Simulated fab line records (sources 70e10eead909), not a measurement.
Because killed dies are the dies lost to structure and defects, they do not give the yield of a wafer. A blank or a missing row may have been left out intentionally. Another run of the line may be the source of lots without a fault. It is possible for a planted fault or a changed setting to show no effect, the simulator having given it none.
fab line records | flow nand_harc
[record] lots = 6 wafers = 18 last_day = 24
route steps=1159 shown P_M2@320
lots that met no fault: taken from a fault-free run of the same line
start_h: hours from the record's first day to the start of the lot's first wafer shown | wait_h: how many hours have passed since the lot's step before this one | " repeats the value in the row above | L1.1+2: one row covering several wafers at once | - no value, or no start given | * or withheld: withheld | < > ~ a bound
route shown NAME@n: NAME is a module with steps in the file, n the number in the route of the first one | usual: average and standard deviation across the fault-free wafers | same: alike in all rows | chamber/n: place in a boat | sites: per-site readings | _std_site: the values' standard deviation | _edge_site: inner sites' mean taken away from outer sites' mean | radius_mm: for every site, how far away it sits from the centre of the wafer | mask NAME#n: copy n | behind: tool/chamber where the wafer was last shaped | hold: why the lot went on hold/how many hours it stayed there/how the hold came to an end | device: transistor that didn't switch, given as n, p or np | end of line: tests run on the same wafers once the route is complete | where a step has no rows: the recipe by itself | killed: not the wafer's yield, but the dies lost to structure and defects at the first sort | map: dies across one wafer; x = killed, . = not, _ = none there
set.NAME: setting as actually run; set.NAME@STEP: the setting as run at that earlier step | model.NAME: the simulator's own value behind a step, which no gauge read
lots at some steps of the route; a table a step, a row a wafer
services: when a tool's chamber went out of use (start_h, in hours from the record's first day, below 0 if earlier), for how many hours, and the reason
[[steps]]
[step NHARC_P_M2_HMDS_02]
[recipe] time_s = 30
[step NHARC_P_M2_COAT_34]
[recipe] temp_c = 200 time_s = 65
[step NHARC_P_M2_COAT_03]
[recipe] spin_rpm = 1500 resist_thk_nm = 90
[step NHARC_P_M2_SOFTBAKE_04]
[recipe] temp_c = 105 time_s = 55
[step NHARC_P_M2_EBR_05]
[step NHARC_P_M2_EXPOSE_06]
[recipe] na = 1.35 target_cd_nm = 170 dose_mj = 80.78 mask_id = P_M2
[step NHARC_P_M2_PEB_07]
[recipe] peb_temp_c = 100 peb_time_s = 65
[step NHARC_P_M2_DEVELOP_08]
[recipe] develop_time_s = 35 dev_temp_c = 23
[step NHARC_P_M2_CD_MEAS_09]
[recipe] target_cd_nm = 170 landing_energy_ev = 500
[usual] cd_nm = 170.0/0.6
// columns lot.wafer tool chamber start_h wait_h cd_nm
L847.3 cd_sem-03 0 134.47 - 170.6
L847.4 " 0 " " 169.2
L847.6 " 0 " " 169.7
L851.1 cd_sem-01 0 142.45 - 169.5
L851.4 " 0 " " 169.6
L851.6 " 0 " " 170.1
L856.2 cd_sem-02 0 180.36 - 170.1
L856.5 " 0 " " 169.1
L856.6 " 0 " " 170.3
L857.4 cd_sem-03 0 181.27 - 169.9
L857.5 " 0 " " 170.8
L857.6 " 0 " " 170.4
L866.1 cd_sem-01 0 239.38 - 169.2
L866.3 " 0 " " 169.9
L866.6 " 0 " " 168.7
L869.1 cd_sem-01 0 249.60 - 171.2
L869.2 " 0 " " 170.7
L869.5 " 0 " " 170.9
[step NHARC_P_M2_OVL_MEAS_10]
[recipe] pitch_nm = 340
[usual] overlay_x_nm = -0.1/0.78 overlay_y_nm = -0.1/0.92
// columns lot.wafer tool chamber start_h wait_h overlay_x_nm overlay_y_nm
L847.3 overlay-02 - 134.55 - -0.8 -1.5
L847.4 " - " " -1.1 -0.7
L847.6 " - " " -0.7 -0.7
L851.1 overlay-02 - 142.54 - 0.5 0.3
L851.4 " - " " 0.7 0.1
L851.6 " - " " 0.3 0.3
L856.2 overlay-02 - 180.45 - 0.5 -1.3
L856.5 " - " " 0.5 -2.2
L856.6 " - " " 0.7 -1.5
L857.4 overlay-01 - 181.35 - 1.1 1.2
L857.5 " - " " 0.9 1.0
L857.6 " - " " 1.1 1.2
L866.1 overlay-01 - 239.47 - -0.4 1.4
L866.3 " - " " -0.3 1.6
L866.6 " - " " -0.6 1.3
L869.1 overlay-01 - 249.69 - 0.3 0.7
L869.2 " - " " 0.3 0.6
L869.5 " - " " 0.4 0.4
[step NHARC_P_M2_INSPECT_11]
[usual] raw_defect_count = 4.0/2.5
// columns lot.wafer tool chamber start_h wait_h raw_defect_count
L847.3 defect_inspect-01 - 134.59 0.0 2
L847.4 " - " " 1
L847.6 " - " " 1
L851.1 defect_inspect-01 - 142.57 0.0 0
L851.4 " - " " 6
L851.6 " - " " 4
L856.2 defect_inspect-02 - 180.49 0.0 4
L856.5 " - " " 2
L856.6 " - " " 2
L857.4 defect_inspect-01 - 181.39 0.0 7
L857.5 " - " " 3
L857.6 " - " " 8
L866.1 defect_inspect-01 - 239.51 0.0 1
L866.3 " - " " 2
L866.6 " - " " 0
L869.1 defect_inspect-01 - 249.73 0.0 7
L869.2 " - " " 5
L869.5 " - " " 6
[step NHARC_P_M2_DESCUM_14]
[recipe] time_s = 3 o2_flow_sccm = 200 ar_flow_sccm = 0 bias_power_w = 0 chemistry = O2
[usual] drypump_motor_current_A = 5.8/0.35 oes_product_au = 1.006/0.0091 rf_vpp_V = 57.9/0.87 showerhead_plenum_p_Torr = 1.90/0.066 throttle_valve_pct = 11.312/0.009
// columns lot.wafer tool chamber start_h wait_h drypump_motor_current_A oes_product_au rf_hours_counter_h rf_vpp_V showerhead_plenum_p_Torr throttle_valve_pct
L847.3 rie_diel-06 2 134.64 0.1 5.6 1.000 2 60.2 1.96 11.313
L847.4 " 3 " " 5.4 1.003 2 55.8 1.83 11.332
L847.6 " 2 " " 5.6 1.002 - 56.7 1.96 11.312
L851.4 rie_diel-08 1 142.63 0.1 6.5 1.014 1 57.6 2.03 11.297
L851.1 " 2 " " 5.8 0.997 1 58.0 1.79 11.295
L851.6 " 2 " " 5.8 0.999 - 57.3 1.79 11.305
L856.2 rie_diel-06 1 180.56 0.1 6.2 1.008 4 58.7 1.92 11.300
L856.6 " 3 " " 5.4 0.999 - 56.7 1.83 11.317
L856.5 " 0 " " 5.9 1.010 - 57.9 1.89 11.302
L857.4 rie_diel-06 2 181.45 0.1 5.7 1.003 4 59.1 1.96 11.314
L857.5 " 1 " " 6.2 1.014 - 57.8 1.92 11.314
L857.6 " 2 " " 5.7 0.988 - 60.1 1.96 11.311
L866.1 rie_diel-06 1 239.57 0.1 6.2 1.013 6 57.8 1.92 11.305
L866.3 " 3 " " 5.4 0.994 6 58.3 1.83 11.304
L866.6 " 1 " " 6.2 1.005 - 57.1 1.92 11.311
L869.2 rie_diel-08 0 249.81 0.1 5.7 0.998 17 56.1 1.90 11.304
L869.1 " 1 " " 6.5 1.011 20 58.5 2.02 11.310
L869.5 " 3 " " 5.6 1.006 - 57.8 1.91 11.319
[step NHARC_P_M2_ETCH_35]
[recipe] target_depth_a = 400 overetch_a = 120 time_s = 43.94 ion_energy_ev = 200 n2_flow_sccm = 150 h2_flow_sccm = 150 ar_flow_sccm = 0 rf_w = 400 bias_w = 150 chemistry = N2/H2
[usual] bias_w = 150.0/0.48 chamber_pressure_mTorr = 30.000/0.027 drypump_motor_current_A = 5.8/0.34 oes_product_au = 1.005/0.01 rf_vpp_V = 430.3/2.1 showerhead_plenum_p_Torr = 2.03/0.07 throttle_valve_pct = 14.172/0.0089
// columns lot.wafer tool chamber start_h wait_h bias_w chamber_pressure_mTorr drypump_motor_current_A oes_product_au rf_hours_counter_h rf_vpp_V showerhead_plenum_p_Torr throttle_valve_pct
L847.3 rie_diel-06 0 134.74 0.1 149.6 30.032 5.8 1.026 2 429.7 2.01 14.175
L847.4 " 1 " " 150.3 30.005 6.2 1.010 2 431.2 2.05 14.173
L847.6 " 0 " " 149.4 30.007 5.9 1.028 - 429.6 2.01 14.173
L851.4 rie_diel-08 0 142.72 0.1 150.9 29.990 5.8 0.987 1 431.3 2.03 14.157
L851.1 " 1 " " 150.7 30.005 6.5 1.016 1 433.3 2.16 14.175
L851.6 " 0 " " 150.7 30.015 5.8 1.009 - 430.1 2.03 14.179
L856.2 rie_diel-06 2 180.63 0.1 - - - - - - - -
L856.5 " 2 " " - - - - - - - -
L856.6 " 3 " " - - - - - - - -
L857.4 rie_diel-06 0 181.54 0.1 - - - - - - - -
L857.5 " 3 " " - - - - - - - -
L857.6 " 0 " " - - - - - - - -
L866.3 rie_diel-06 3 239.65 0.1 150.3 29.997 5.4 1.001 6 428.2 1.95 14.170
L866.1 " 0 " " 150.7 29.985 5.9 1.000 6 430.9 2.01 14.184
L866.6 " 3 " " 149.7 30.028 5.4 0.989 - 429.2 1.95 14.158
L869.2 rie_diel-08 1 249.88 0.1 150.2 30.027 6.5 1.007 20 434.2 2.16 14.175
L869.1 " 0 " " 149.4 29.986 5.8 0.985 17 430.2 2.03 14.170
L869.5 " 2 " " 149.4 30.047 5.8 1.002 - 425.1 1.90 14.173
[step NHARC_P_M2_ETCH_15]
[recipe] target_depth_a = 1825 time_s = 91.2 c4f8_flow_sccm = withheld ar_flow_sccm = 400 rf_w = 600 bias_w = 300 chemistry = C4F8/Ar
[usual] bias_w = 300.1/0.98 chamber_pressure_mTorr = 25.004/0.029 oes_product_au = 0.953/0.024 rf_vpp_V = 440.7/2.1
// columns lot.wafer tool chamber start_h wait_h bias_w chamber_pressure_mTorr oes_product_au rf_hours_counter_h rf_vpp_V
L847.4 rie_diel-06 2 - - 301.8 24.971 0.954 2 442.2
L847.3 " 3 " " 298.1 24.988 0.962 2 439.1
L847.6 " 2 " " 300.7 24.977 0.958 - 442.4
L851.4 rie_diel-08 0 - - 301.2 24.991 0.988 1 441.0
L851.1 " 1 " " 300.1 25.004 0.974 1 444.5
L851.6 " 1 " " 300.5 25.074 0.978 - 443.3
L856.2 rie_diel-06 1 180.72 0.1 300.2 25.027 0.982 4 440.7
L856.6 " 1 " " 299.5 25.007 0.978 - 441.5
L856.5 " 2 " " 301.3 25.040 0.963 - 442.2
L857.4 rie_diel-06 2 181.62 0.1 299.7 24.974 0.926 4 442.6
L857.5 " 2 " " 297.3 24.998 0.912 - 443.1
L857.6 " 3 " " 299.7 24.976 0.928 - 438.5
L866.1 rie_diel-06 1 - - 299.4 24.992 0.920 6 441.7
L866.3 " 2 " " 300.9 25.010 0.918 6 442.5
L866.6 " 3 " " 299.3 24.974 0.914 - 439.5
L869.2 rie_diel-08 0 - - 299.0 24.994 0.920 17 440.8
L869.1 " 2 " " 299.5 25.000 0.943 21 437.5
L869.5 " 0 " " 300.2 24.996 0.915 - 440.6
[[services]]
// columns tool chamber start_h hours kind
rie_diel-06 0 122.22 - clean
rie_diel-06 1 122.22 - clean
rie_diel-06 2 122.22 - clean
rie_diel-06 3 122.22 - clean
rie_diel-08 - 124.82 9.0 pm
rie_diel-06 0 146.72 - clean
rie_diel-06 1 146.72 - clean
rie_diel-06 2 146.72 - clean
rie_diel-06 3 146.72 - clean
rie_diel-08 2 165.39 1.7 repair
rie_diel-06 0 171.22 - clean
rie_diel-06 1 171.22 - clean
rie_diel-06 2 171.22 - clean
rie_diel-06 3 171.22 - clean
rie_diel-06 0 195.72 - clean
rie_diel-06 1 195.72 - clean
rie_diel-06 2 195.72 - clean
rie_diel-06 3 195.72 - clean
rie_diel-06 0 220.22 - clean
rie_diel-06 1 220.22 - clean
rie_diel-06 2 220.22 - clean
rie_diel-06 3 220.22 - clean
rie_diel-08 0 221.21 8.3 repair
rie_diel-06 - 241.22 9.0 pm
[[key]]
[first_sign] step = NHARC_P_M2_ETCH_35 reading = tool_record direction = missing
effect none on later readings
met_at NHARC_P_M2_ETCH_35
struck_wafers L856.2,L856.5,L856.6,L857.4,L857.5,L857.6
later_rows_left_out L856.2,L856.5,L856.6,L857.4,L857.5,L857.6
sort_left_out L856.2,L856.5,L856.6,L857.4,L857.5,L857.6
onset_between 134.74 180.63
[fault] kind = skipped_step_whole tool = rie_diel-06 chamber = - onset_h = 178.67 steps = NHARC_P_M2_ETCH_35 scope = struck_lots_only
// sort_left_out: the simulated sort isn't trusted on such a fault, so these wafers' sort isn't shown, and their yield isn't known
// later_rows_left_out: the simulator's readings of these wafers behind a module that went badly wrong aren't trusted and aren't shown, but for the sort
